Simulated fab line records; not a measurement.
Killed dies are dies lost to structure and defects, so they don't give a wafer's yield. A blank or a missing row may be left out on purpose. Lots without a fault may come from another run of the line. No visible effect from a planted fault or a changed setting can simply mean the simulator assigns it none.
Matching of chambers ; flow nand_harc ; NHARC_A_WL_FILL_ALD_19 on ald_metal-01 has 4 sister chambers
The step deposits TiN, target thk 2 nm, pulse time 3 s, ald cycles 100. 16 wafers are shown with their chamber, then 8 later ones without.

## EACH WAFER AND ITS CHAMBER
wafer;chamber;heater_power_w (W);precursor_pulse_height_rel
L076.2;0;889;1.037
L076.5;2;1011;0.999
L076.6;3;1193;1.005
L079.2;2;1050;1.010
L079.3;1;1008;0.995
L079.6;1;1017;0.997
L077.3;3;1170;0.993
L077.5;1;1015;1.002
L077.6;2;1041;0.991
L083.2;1;1003;1.010
L083.3;0;912;1.001
L083.4;2;1017;0.969
L084.1;3;1170;1.023
L084.5;3;1196;0.982
L084.6;2;1029;0.965
L085.1;2;1042;0.988

SIGNATURES (averages over the wafers above)
reading;chamber 0;chamber 1;chamber 2;chamber 3;scatter within a chamber
heater_power_w;900.50;1010.75;1031.67;1182.25;13.5
precursor_pulse_height_rel;1.01900;1.00100;0.98700;1.00075;0.0163
Rule: a wafer lies at a distance from a chamber equal to the root of the sum of squares, over the readings, of (its reading less the chamber's mean, divided by the reading's scatter). The wafer belongs to the nearest chamber; if the next one is less than 2 further off, it can't be placed. The scatter is the square root of a quotient: the sum, over the shown wafers, of each reading's squared deviation from its chamber's mean, divided by wafers minus chambers.

## WAFERS WITHOUT THEIR CHAMBER
wafer;heater_power_w (W);precursor_pulse_height_rel
L085.5;917;1.002
L085.6;1163;0.996
L091.1;1051;0.994
L091.5;1007;1.009
L091.6;1008;0.983
L093.2;1199;0.961
L093.3;933;0.995
L093.6;1025;0.997

## THE CHAMBER EACH PASSED THROUGH
wafer;from the rows above;in truth
L085.5;0;0
L085.6;3;3
L091.1;can't be placed: 2 or 1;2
L091.5;can't be placed: 1 or 2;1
L091.6;can't be placed: 1 or 2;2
L093.2;3;3
L093.3;0;0
L093.6;can't be placed: 2 or 1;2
4 of 8 placed correctly. From these rows, 4 cannot be placed; in 4 the true chamber is one of the candidates. Wrongly placed: 0.
